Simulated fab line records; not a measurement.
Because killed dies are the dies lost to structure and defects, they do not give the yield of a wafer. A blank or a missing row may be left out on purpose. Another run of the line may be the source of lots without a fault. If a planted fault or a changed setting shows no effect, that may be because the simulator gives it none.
fab line records	flow nand_harc	part 1 of 2: steps 1 to 4 of 6
[record] lots = 23	wafers = 69	last_day = 33
route steps=1302 shown A_STAIRCASE@708
lots untouched by any fault: they come from a run of this same line in which no faults occurred
start_h: hours from the record's first day to the start of the lot's first wafer shown	wait_h: hours since the lot's step before	" the same as in the row above	L1.1+2: a single row standing in for several wafers	- value missing, or start not given	* or withheld: withheld	< > ~ a bound
route shown NAME@n: names a module that has steps shown in the file, with the first one's number in the route	usual: the fault-free wafers' mean and standard deviation	same: alike in all rows	chamber/n: place in a boat	sites: each site's reading	_std_site: standard deviation of those values	_edge_site: the outer-site mean with the inner-site mean subtracted	radius_mm: how far each site lies from the wafer's centre	mask NAME#n: copy n	behind: tool/chamber where the wafer was last shaped	hold: reason for holding the lot/hours on hold/outcome of the hold	device: which transistor (n, p or np) failed to switch	end of line: the tests these same wafers got at the end of their route	for a step that has no rows: nothing shown but its recipe	killed: the dies lost at the first sort to structure and to defects; this is not the yield of the wafer	map: the dies of a wafer, with x for killed, . for not killed, _ for no die there
set.NAME: the setting as run; set.NAME@STEP: as run at that earlier step	model.NAME: the simulator's own value behind a step, which no gauge read
the route's steps for a sample of lots (tables are steps, rows are wafers)
services: when a tool's chamber went out of use (start_h, in hours from the record's first day, below 0 if earlier), for how many hours, and the reason
[[steps]]
[step NHARC_A_STAIRCASE_ETCH_194]
[recipe] target_depth_a = 1000	time_s = 40.5	ion_energy_ev = 400	c4f8_flow_sccm = 20	o2_flow_sccm = 10	ar_flow_sccm = withheld	rf_w = 600	bias_w = 1000	chemistry = C4F8/O2
[usual] oes_product_au = 0.943/0.011	rf_vpp_V = 898/4.5
lot.wafer	tool	chamber	start_h	wait_h	oes_product_au	rf_hours_counter_h	rf_vpp_V
L074.1	rie_diel-01	0	-	-	0.954	47	905
L074.6	"	1	"	"	0.948	-	897
L074.5	"	2	"	"	0.945	-	895
L075.4	rie_diel-13	3	-	-	0.948	5	898
L075.2	"	2	"	"	0.933	6	898
L075.5	"	0	"	"	0.920	-	899
L076.2	rie_diel-13	2	-	-	0.945	6	897
L076.4	"	0	"	"	0.931	6	900
L076.1	"	1	"	"	0.943	6	904
L077.4	rie_diel-13	3	-	-	0.958	13	897
L077.3	"	1	"	"	0.939	12	904
L077.5	"	3	"	"	0.958	-	897
L078.4	rie_diel-01	2	-	-	0.940	3	896
L078.1	"	3	"	"	0.946	2	904
L078.3	"	0	"	"	0.944	2	904
L080.2	rie_diel-13	1	-	-	0.947	23	904
L080.3	"	3	"	"	0.957	25	898
L080.5	"	1	"	"	0.956	-	903
L079.2	rie_diel-06	3	-	-	0.930	28	894
L079.1	"	0	"	"	0.920	33	891
L079.3	"	2	"	"	0.934	31	898
L081.3	rie_diel-01	0	-	-	0.940	12	904
L081.5	"	0	"	"	0.942	-	904
L081.6	"	1	"	"	0.925	-	896
L083.3	rie_diel-01	3	-	-	0.930	17	903
L083.2	"	1	"	"	0.944	19	896
L083.6	"	3	"	"	0.929	-	902
L082.2	rie_diel-06	3	-	-	0.942	39	894
L082.4	"	2	"	"	0.928	-	895
L082.5	"	0	"	"	0.951	-	892
L084.3	rie_diel-13	0	-	-	0.955	43	897
L084.5	"	3	"	"	0.958	-	897
L084.6	"	0	"	"	0.945	-	899
L086.2	rie_diel-06	2	-	-	0.934	49	897
L086.6	"	0	"	"	0.957	-	891
L086.5	"	1	"	"	0.953	-	886
L085.3	rie_diel-01	0	-	-	0.940	25	904
L085.5	"	0	"	"	0.947	-	904
L085.4	"	2	"	"	0.941	-	895
L087.3	rie_diel-01	0	-	-	0.948	28	903
L087.5	"	2	"	"	0.932	-	894
L087.6	"	0	"	"	0.948	-	906
L088.1	rie_diel-06	2	-	-	0.928	3	896
L088.3	"	3	"	"	0.921	4	894
L088.6	"	2	"	"	0.936	-	896
L089.4	rie_diel-13	3	-	-	0.945	59	897
L089.1	"	2	"	"	0.952	57	896
L089.5	"	0	"	"	0.934	-	899
L090.3	rie_diel-06	2	-	-	0.926	6	897
L090.2	"	0	"	"	0.971	7	890
L090.6	"	2	"	"	0.926	-	896
L093.1	rie_diel-13	3	-	-	0.956	3	897
L093.5	"	2	"	"	0.958	-	896
L093.6	"	3	"	"	0.962	-	896
L091.3	rie_diel-06	0	-	-	0.941	16	891
L091.4	"	2	"	"	0.927	13	895
L091.5	"	0	"	"	0.955	-	889
L094.2	rie_diel-13	0	-	-	0.944	8	897
L094.1	"	2	"	"	0.942	9	895
L094.5	"	0	"	"	0.942	-	897
L096.4	rie_diel-01	3	-	-	0.947	0	902
L096.2	"	1	"	"	0.926	0	896
L096.3	"	2	"	"	0.932	0	892
L095.2	rie_diel-13	2	-	-	0.956	15	897
L095.4	"	1	"	"	0.961	13	903
L095.5	"	2	"	"	0.947	-	895
L097.2	rie_diel-01	0	-	-	0.938	5	904
L097.3	"	1	"	"	0.937	6	897
L097.6	"	0	"	"	0.944	-	905
[step NHARC_A_STAIRCASE_TRIM_198]
[recipe] time_s = 211.2	o2_flow_sccm = 500	ar_flow_sccm = 0	bias_w = 0	chemistry = O2
[usual] drypump_motor_current_A = 5.7/0.32	oes_product_au = 1.000/0.0092	rf_vpp_V = 58.0/0.9	showerhead_plenum_p_Torr = 3.58/0.12	throttle_valve_pct = 17.036/0.0088
lot.wafer	tool	chamber	start_h	wait_h	drypump_motor_current_A	oes_product_au	rf_hours_counter_h	rf_vpp_V	showerhead_plenum_p_Torr	throttle_valve_pct
L074.1	rie_diel-13	0	-	-	5.3	0.994	2	57.0	3.61	17.036
L074.5	"	0	"	"	5.3	0.997	-	56.3	3.61	17.043
L074.6	"	1	"	"	5.9	1.007	-	57.0	3.75	17.032
L075.4	rie_diel-13	3	-	-	5.9	1.013	6	57.9	3.57	17.037
L075.2	"	0	"	"	5.3	1.002	6	57.4	3.61	17.035
L075.5	"	2	"	"	5.5	1.000	-	57.6	3.56	17.038
L076.1	rie_diel-13	1	-	-	5.9	0.999	7	58.5	3.75	17.048
L076.2	"	2	"	"	5.6	1.002	7	57.9	3.56	17.056
L076.4	"	0	"	"	5.3	0.985	6	58.2	3.61	17.028
L077.3	rie_diel-06	0	-	-	5.3	1.003	25	57.2	3.40	17.034
L077.4	"	2	"	"	6.3	0.988	-	59.5	3.55	17.028
L077.5	"	1	"	"	5.6	0.990	-	56.2	3.28	17.042
L078.1	rie_diel-13	3	-	-	5.9	1.008	15	58.5	3.57	17.046
L078.4	"	0	"	"	5.3	0.988	15	59.2	3.60	17.038
L078.3	"	1	"	"	5.9	1.001	15	58.0	3.74	17.035
L080.2	rie_diel-13	2	-	-	5.5	1.025	24	56.8	3.55	17.036
L080.3	"	3	"	"	5.9	1.024	25	58.5	3.56	17.037
L080.5	"	1	"	"	5.9	1.008	-	58.3	3.74	17.022
L079.2	rie_diel-06	1	-	-	5.6	1.003	32	58.4	3.28	17.032
L079.1	"	3	"	"	5.3	1.009	28	57.4	3.52	17.055
L079.3	"	0	"	"	5.2	1.000	34	58.0	3.40	17.037
L081.3	rie_diel-13	1	-	-	5.9	0.997	28	59.3	3.73	17.029
L081.6	"	3	"	"	5.9	1.011	-	57.9	3.56	17.035
L081.5	"	0	"	"	5.3	1.002	-	58.1	3.59	17.038
L083.2	rie_diel-01	1	-	-	6.0	0.991	19	57.3	3.55	17.038
L083.3	"	3	"	"	6.1	0.991	17	58.7	3.73	17.048
L083.6	"	1	"	"	6.0	0.986	-	59.1	3.55	17.037
L082.2	rie_diel-06	2	-	-	6.3	0.983	44	57.7	3.54	17.041
L082.4	"	0	"	"	5.3	1.001	44	57.4	3.39	17.027
L082.5	"	2	"	"	6.3	0.986	-	57.9	3.54	17.025
L084.3	rie_diel-13	1	-	-	5.9	0.994	42	58.9	3.73	17.051
L084.6	"	3	"	"	5.9	1.001	-	55.1	3.55	17.032
L084.5	"	0	"	"	5.3	0.982	-	57.5	3.59	17.043
L086.2	rie_diel-13	3	-	-	6.0	1.018	46	57.2	3.55	17.034
L086.6	"	3	"	"	5.9	1.003	-	57.9	3.55	17.029
L086.5	"	0	"	"	5.3	0.990	-	58.1	3.58	17.036
L085.3	rie_diel-01	0	-	-	5.4	0.994	25	58.2	3.76	17.032
L085.4	"	2	"	"	5.5	1.000	-	55.1	3.48	17.036
L085.5	"	3	"	"	6.1	0.999	-	56.9	3.73	17.032
L087.3	rie_diel-01	2	-	-	5.5	0.996	32	57.5	3.48	17.033
L087.5	"	0	"	"	5.4	1.004	-	57.5	3.76	17.021
L087.6	"	2	"	"	5.5	1.001	-	58.1	3.48	17.027
L088.1	rie_diel-13	3	-	-	5.9	1.009	59	59.4	3.54	17.035
L088.3	"	0	"	"	5.3	1.005	59	58.0	3.58	17.036
L088.6	"	3	"	"	6.0	1.011	-	57.9	3.54	17.048
L089.4	rie_diel-06	2	-	-	6.3	0.998	3	56.9	3.53	17.045
L089.1	"	0	"	"	5.2	1.003	5	56.6	3.38	17.021
L089.5	"	3	"	"	5.3	0.996	-	57.6	3.50	17.034
L090.2	rie_diel-06	2	-	-	6.3	0.996	6	57.1	3.53	17.020
L090.3	"	3	"	"	5.3	0.992	7	57.7	3.50	17.036
L090.6	"	2	"	"	6.3	0.990	-	56.8	3.53	17.029
L093.1	rie_diel-13	2	-	-	5.6	1.006	3	57.5	3.53	17.045
L093.5	"	2	"	"	5.6	1.012	-	58.5	3.53	17.047
L093.6	"	3	"	"	5.9	1.016	-	57.1	3.54	17.037
L091.3	rie_diel-01	1	-	-	6.0	1.004	41	57.1	3.54	17.029
L091.4	"	0	"	"	5.4	1.003	52	57.5	3.75	17.034
L091.5	"	1	"	"	6.0	0.985	-	58.4	3.54	17.020
L094.2	rie_diel-13	1	-	-	5.9	0.994	8	59.6	3.71	17.029
L094.1	"	2	"	"	5.6	1.018	9	57.0	3.53	17.039
L094.5	"	2	"	"	5.5	1.004	-	57.0	3.53	17.026
L096.2	rie_diel-06	0	-	-	5.3	1.016	29	58.2	3.37	17.054
L096.3	"	1	"	"	5.6	0.996	28	57.8	3.79	17.049
L096.4	"	2	"	"	6.3	0.995	26	58.5	3.52	17.028
L095.2	rie_diel-13	2	-	-	5.6	1.008	15	57.9	3.52	17.032
L095.4	"	3	"	"	5.9	1.028	16	58.2	3.53	17.013
L095.5	"	1	"	"	5.9	0.986	-	58.5	3.71	17.044
L097.3	rie_diel-13	3	-	-	5.9	1.017	17	58.1	3.53	17.032
L097.2	"	0	"	"	5.3	0.990	20	58.5	3.56	17.037
L097.6	"	1	"	"	5.9	1.008	-	58.5	3.70	17.040
[step NHARC_A_STAIRCASE_STRIP_274]
[recipe] o2_flow_sccm = 500	ar_flow_sccm = 0	bias_w = 0	chemistry = O2
[usual] drypump_motor_current_A = 5.7/0.35	oes_product_au = 0.998/0.0097	rf_vpp_V = 57.8/0.89	showerhead_plenum_p_Torr = 3.57/0.12	throttle_valve_pct = 17.035/0.01
lot.wafer	tool	chamber	start_h	wait_h	drypump_motor_current_A	oes_product_au	rf_hours_counter_h	rf_vpp_V	showerhead_plenum_p_Torr	throttle_valve_pct
L074.1	rie_diel-01	1	-	-	6.0	0.981	53	57.0	3.57	17.026
L074.6	"	1	"	"	6.0	0.998	-	58.0	3.57	17.028
L074.5	"	2	"	"	5.5	0.993	-	57.5	3.50	17.027
L075.2	rie_diel-13	3	-	-	5.9	1.013	11	57.2	3.57	17.037
L075.4	"	1	"	"	5.9	1.001	11	57.3	3.74	17.039
L075.5	"	3	"	"	5.9	1.017	-	58.0	3.57	17.036
L076.4	rie_diel-06	2	-	-	6.3	0.989	25	59.3	3.55	17.036
L076.1	"	3	"	"	5.3	1.002	20	58.6	3.52	17.036
L076.2	"	0	"	"	5.3	0.998	24	57.4	3.40	17.038
L077.3	rie_diel-01	3	-	-	6.1	0.998	5	57.6	3.74	17.053
L077.4	"	0	"	"	5.4	0.990	6	59.3	3.77	17.028
L077.5	"	3	"	"	6.1	1.000	-	58.4	3.74	17.031
L078.3	rie_diel-13	3	-	-	5.9	1.016	24	57.3	3.56	17.032
L078.4	"	1	"	"	5.9	0.999	22	61.0	3.74	17.019
L078.1	"	2	"	"	5.6	1.008	23	57.6	3.55	17.040
L080.2	rie_diel-01	2	-	-	5.5	0.992	10	57.5	3.49	17.044
L080.3	"	0	"	"	5.4	0.993	11	57.6	3.77	17.035
L080.5	"	1	"	"	6.0	0.994	-	58.3	3.56	17.039
L079.1	rie_diel-06	2	-	-	6.2	0.983	34	56.3	3.54	17.039
L079.2	"	3	"	"	5.3	0.998	31	57.0	3.51	17.043
L079.3	"	0	"	"	5.3	0.997	38	56.6	3.40	17.035
L081.3	rie_diel-06	3	-	-	5.3	0.992	39	58.2	3.51	17.037
L081.5	"	2	"	"	6.3	0.974	-	56.4	3.54	17.032
L081.6	"	3	"	"	5.3	0.999	-	59.1	3.51	17.019
L083.2	rie_diel-06	1	-	-	5.6	0.996	46	56.0	3.27	17.034
L083.3	"	3	"	"	5.3	0.998	42	57.8	3.51	17.032
L083.6	"	2	"	"	6.3	0.985	-	59.2	3.54	17.018
L082.2	rie_diel-13	3	-	-	5.9	1.007	45	59.5	3.55	17.030
L082.4	"	0	"	"	5.3	1.001	45	59.1	3.59	17.037
L082.5	"	3	"	"	5.9	1.009	-	57.6	3.55	17.025
L084.3	rie_diel-13	0	-	-	5.3	1.001	48	58.4	3.58	17.032
L084.6	"	3	"	"	5.9	1.009	-	56.4	3.55	17.033
L084.5	"	0	"	"	5.3	0.993	-	56.4	3.58	17.038
L086.2	rie_diel-01	2	-	-	5.5	0.990	35	57.5	3.48	17.053
L086.6	"	2	"	"	5.5	0.995	-	59.0	3.48	17.054
L086.5	"	3	"	"	6.1	0.985	-	59.5	3.72	17.051
L085.4	rie_diel-13	3	-	-	5.9	1.005	56	57.4	3.55	17.032
L085.3	"	1	"	"	5.9	1.002	53	58.6	3.72	17.046
L085.5	"	2	"	"	5.5	0.996	-	58.3	3.54	17.027
L087.3	rie_diel-13	0	-	-	5.3	0.996	56	57.9	3.58	17.045
L087.6	"	3	"	"	5.9	1.011	-	57.7	3.55	17.045
L087.5	"	0	"	"	5.3	0.991	-	58.3	3.58	17.044
L088.1	rie_diel-01	2	519.07	-	5.5	1.003	46	56.7	3.47	17.045
L088.3	"	3	"	"	6.1	0.979	41	57.6	3.72	17.034
L088.6	"	1	"	"	6.0	0.993	-	56.0	3.55	17.039
L089.4	rie_diel-01	1	-	-	6.0	0.991	34	58.1	3.55	17.032
L089.1	"	3	"	"	6.1	0.988	41	58.7	3.72	17.039
L089.5	"	2	"	"	5.5	1.003	-	58.6	3.47	17.017
L090.3	rie_diel-06	1	-	-	5.6	0.996	14	59.4	3.80	17.039
L090.2	"	3	"	"	5.3	0.999	12	58.6	3.50	17.055
L090.6	"	2	"	"	6.2	0.998	-	57.3	3.53	17.016
L091.4	rie_diel-13	3	-	-	5.9	1.016	12	57.4	3.54	17.051
L091.3	"	1	"	"	5.9	0.998	10	57.6	3.71	17.022
L091.5	"	2	"	"	5.5	1.000	-	56.9	3.53	17.036
L093.1	rie_diel-06	2	-	-	6.3	0.991	21	58.4	3.52	17.029
L093.5	"	1	"	"	5.6	0.999	-	58.6	3.79	17.031
L093.6	"	2	"	"	6.3	0.991	-	57.5	3.52	17.022
L094.2	rie_diel-13	2	-	-	5.6	1.007	13	56.7	3.53	17.040
L094.1	"	0	"	"	5.3	0.999	13	58.2	3.57	17.030
L094.5	"	1	"	"	5.9	1.001	-	57.3	3.71	17.043
L096.2	rie_diel-06	2	-	-	6.2	0.996	32	57.4	3.52	17.046
L096.4	"	3	"	"	5.3	0.985	34	58.0	3.49	17.050
L096.3	"	0	"	"	5.3	1.012	37	57.4	3.37	17.038
L095.2	rie_diel-06	3	-	-	5.3	1.004	34	56.3	3.49	17.030
L095.4	"	0	"	"	5.2	1.021	37	57.9	3.37	17.048
L095.5	"	3	"	"	5.3	0.996	-	56.7	3.49	17.044
L097.2	rie_diel-01	2	-	-	5.5	0.987	13	56.6	3.45	17.027
L097.3	"	0	"	"	5.4	0.991	10	58.8	3.73	17.047
L097.6	"	2	"	"	5.5	0.991	-	57.0	3.45	17.032
[step NHARC_A_STAIRCASE_STRIP_316]
[recipe] o2_flow_sccm = 500	ar_flow_sccm = 0	bias_w = 0	chemistry = O2
[usual] drypump_motor_current_A = 5.7/0.37	oes_product_au = 0.997/0.0093	rf_vpp_V = 57.9/0.85	showerhead_plenum_p_Torr = 3.58/0.13	throttle_valve_pct = 17.037/0.0093
lot.wafer	tool	chamber	start_h	wait_h	drypump_motor_current_A	oes_product_au	rf_hours_counter_h	rf_vpp_V	showerhead_plenum_p_Torr	throttle_valve_pct
L074.1	rie_diel-06	3	-	-	5.3	0.999	21	57.3	3.52	17.050
L074.5	"	2	"	"	6.2	0.988	-	57.8	3.55	17.027
L074.6	"	3	"	"	5.3	0.981	-	56.9	3.52	17.022
L075.2	rie_diel-01	0	-	-	5.4	0.984	5	60.5	3.77	17.039
L075.4	"	3	"	"	6.1	1.001	5	57.4	3.74	17.049
L075.5	"	0	"	"	5.4	0.995	-	58.5	3.77	17.039
L076.1	rie_diel-06	3	-	-	5.3	1.004	26	58.5	3.52	17.034
L076.2	"	0	"	"	5.2	1.005	31	57.4	3.40	17.047
L076.4	"	2	"	"	6.2	0.997	29	57.4	3.55	17.024
L077.3	rie_diel-01	1	-	-	6.0	0.994	7	58.8	3.56	17.046
L077.4	"	2	"	"	5.5	0.993	7	57.9	3.49	17.038
L077.5	"	1	"	"	6.0	0.995	-	56.9	3.56	17.038
L078.3	rie_diel-06	2	-	-	6.3	0.994	32	57.6	3.55	17.020
L078.1	"	3	"	"	5.3	1.001	29	57.1	3.52	17.043
L078.4	"	1	"	"	5.6	0.994	34	57.2	3.28	17.031
L080.2	rie_diel-13	1	-	-	5.9	1.008	28	60.1	3.73	17.034
L080.3	"	2	"	"	5.5	1.005	29	56.3	3.55	17.035
L080.5	"	3	"	"	5.9	1.012	-	58.7	3.56	17.043
L079.2	rie_diel-06	2	-	-	6.3	0.987	37	57.4	3.54	17.026
L079.1	"	3	"	"	5.3	1.000	34	57.2	3.51	17.062
L079.3	"	0	"	"	5.3	0.993	39	56.3	3.39	17.045
L081.3	rie_diel-13	2	-	-	5.5	1.005	41	58.0	3.54	17.016
L081.5	"	1	"	"	5.9	1.004	-	57.5	3.73	17.043
L081.6	"	2	"	"	5.6	1.000	-	58.2	3.54	17.028
L083.2	rie_diel-01	0	-	-	5.4	0.992	28	59.0	3.76	17.028
L083.3	"	2	"	"	5.5	1.001	32	58.5	3.48	17.025
L083.6	"	0	"	"	5.4	1.012	-	58.5	3.76	17.026
L082.2	rie_diel-01	2	-	-	5.5	0.992	35	58.3	3.48	17.018
L082.4	"	0	"	"	5.4	0.997	-	59.8	3.76	17.029
L082.5	"	2	"	"	5.5	0.989	-	57.9	3.48	17.027
L084.3	rie_diel-06	3	-	-	5.3	1.001	0	56.9	3.50	17.053
L084.5	"	2	"	"	6.3	0.997	-	58.4	3.53	17.039
L084.6	"	3	"	"	5.3	0.991	-	59.1	3.50	17.039
L086.2	rie_diel-01	3	-	-	6.1	0.994	34	59.2	3.72	17.036
L086.5	"	3	"	"	6.2	0.984	-	58.5	3.72	17.053
L086.6	"	0	"	"	5.4	0.997	-	59.1	3.76	17.028
L085.3	rie_diel-13	3	-	-	5.9	1.016	59	57.5	3.55	17.038
L085.4	"	1	"	"	5.9	0.990	56	56.7	3.72	17.029
L085.5	"	0	"	"	5.3	0.997	-	58.6	3.58	17.037
L087.3	rie_diel-06	0	-	-	5.2	1.004	5	58.2	3.38	17.023
L087.6	"	1	"	"	5.6	0.984	-	58.5	3.81	17.054
L087.5	"	2	"	"	6.3	0.993	-	59.2	3.53	17.049
L088.1	rie_diel-01	1	-	-	6.0	1.003	39	58.6	3.54	17.038
L088.3	"	2	"	"	5.5	1.005	51	57.0	3.47	17.033
L088.6	"	0	"	"	5.4	1.001	-	58.8	3.75	17.052
L089.1	rie_diel-01	2	-	-	5.5	1.004	51	57.6	3.47	17.028
L089.4	"	3	"	"	6.1	0.996	48	57.3	3.71	17.031
L089.5	"	2	"	"	5.5	0.990	-	58.5	3.47	17.028
L090.3	rie_diel-06	0	-	-	5.3	1.002	19	58.0	3.38	17.048
L090.2	"	2	"	"	6.2	0.990	18	56.8	3.52	17.041
L090.6	"	3	"	"	5.3	0.998	-	56.8	3.49	17.030
L091.3	rie_diel-06	2	-	-	6.2	0.989	24	57.3	3.52	17.051
L091.4	"	0	"	"	5.3	1.007	28	58.1	3.37	17.028
L091.5	"	2	"	"	6.3	0.999	-	58.4	3.52	17.054
L093.1	rie_diel-13	1	-	-	5.9	0.990	13	58.4	3.71	17.025
L093.5	"	3	"	"	5.9	1.019	-	57.5	3.53	17.041
L093.6	"	0	"	"	5.3	0.988	-	58.0	3.57	17.046
L094.1	rie_diel-06	2	-	-	6.3	0.994	29	57.6	3.52	17.039
L094.2	"	1	"	"	5.6	0.990	31	58.1	3.79	17.050
L094.5	"	3	"	"	5.3	0.994	-	57.4	3.49	17.049
L096.3	rie_diel-06	2	-	-	6.3	0.997	34	58.5	3.51	17.038
L096.2	"	3	"	"	5.3	1.000	36	58.0	3.49	17.045
L096.4	"	0	"	"	5.3	1.013	38	57.9	3.37	17.037
L095.4	rie_diel-01	3	-	-	6.1	1.009	12	58.3	3.70	17.047
L095.2	"	2	"	"	5.5	0.991	15	55.7	3.45	17.017
L095.5	"	0	"	"	5.4	0.987	-	59.0	3.73	17.030
L097.3	rie_diel-01	1	-	-	6.0	0.985	21	59.2	3.52	17.032
L097.2	"	2	"	"	5.5	0.994	19	56.7	3.45	17.025
L097.6	"	2	"	"	5.5	0.976	-	58.1	3.45	17.035
